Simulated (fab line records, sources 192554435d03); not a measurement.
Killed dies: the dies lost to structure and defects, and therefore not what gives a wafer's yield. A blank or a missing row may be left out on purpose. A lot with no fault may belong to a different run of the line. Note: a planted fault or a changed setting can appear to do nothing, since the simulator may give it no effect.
Which of the tools did it? + flow n5 finfet + Sampling: 12 lots, 36 wafers, 2 of 1938 route steps

== WHAT THE GAUGES READ, wafer by wafer ==
N5_WELL_APT_CD_MEAS_08: the cd target is 200 nm.
| lot  | measured    | on        | cd nm (nm)        |
|------|-------------|-----------|-------------------|
| L075 | day 1 21:08 | cd sem-01 | 198.9 201.5 199.4 |
| L077 | day 2 07:34 | cd sem-01 | 201.2 199.3 200.5 |
| L079 | day 2 19:36 | cd sem-01 | 199.2 197.2 200.2 |
| L081 | day 3 07:43 | cd sem-03 | 200.0 199.2 199.3 |
| L083 | day 3 20:32 | cd sem-03 | 200.7 200.7 200.8 |
| L085 | day 4 07:43 | cd sem-02 | 200.0 201.6 202.4 |
| L087 | day 4 19:50 | cd sem-02 | 199.4 200.6 199.3 |
| L089 | day 5 07:48 | cd sem-01 | 197.9 199.4 198.7 |
| L091 | day 5 19:41 | cd sem-02 | 200.5 200.0 200.1 |
| L093 | day 6 07:49 | cd sem-03 | 201.6 198.5 200.3 |
| L095 | day 6 19:49 | cd sem-03 | 199.8 199.2 199.5 |
| L097 | day 7 07:50 | cd sem-01 | 202.0 200.9 199.9 |

== TOOL THAT RAN EACH LOT (tool first, then ch and the chambers of the sampled wafers, then the start) ==
| lot  | N5_ZERO_LAYER_ETCH_17             |
|------|-----------------------------------|
| L075 | rie diel-05 ch 0,1,3, day 1 20:17 |
| L077 | rie diel-05 ch 0,2,3, day 2 06:43 |
| L079 | rie diel-03 ch 1,3, day 2 18:45   |
| L081 | rie diel-05 ch 0,1,3, day 3 06:44 |
| L083 | rie diel-05 ch 0,2,3, day 3 19:41 |
| L085 | rie diel-03 ch 0,2, day 4 06:52   |
| L087 | rie diel-02 ch 2,3, day 4 18:52   |
| L089 | rie diel-02 ch 0,1,3, day 5 06:56 |
| L091 | rie diel-02 ch 0,3, day 5 18:50   |
| L093 | rie diel-03 ch 0,1, day 6 06:50   |
| L095 | rie diel-02 ch 0,1,2, day 6 18:58 |
| L097 | rie diel-03 ch 0,2,3, day 7 06:52 |
- N5_ZERO_LAYER_ETCH_17: etches SiO2 in CF4, target depth 12 nm, time 13.3 s.

== THE ANSWER, worked out from the rows above alone ==
Rule: what is usual is taken from the lots themselves. The widest of any qualifying gaps counts: lots, ordered by their means at a reading, are off when they make up no more than a third of the lots, leave a main group of 4 or more, and stand apart from it by 3 or more times the standard deviation of that group's means. A main group is skipped when, at the precision printed for the reading in the tables above, its means are all equal. A lot without any number at a reading at which 4 lots or more have one is off too. All remaining lots with rows at the step are treated as sound.
No lot is off on any of the readings shown, so nothing can be concluded from this.

== WHAT THE SIMULATOR PUT IN ==
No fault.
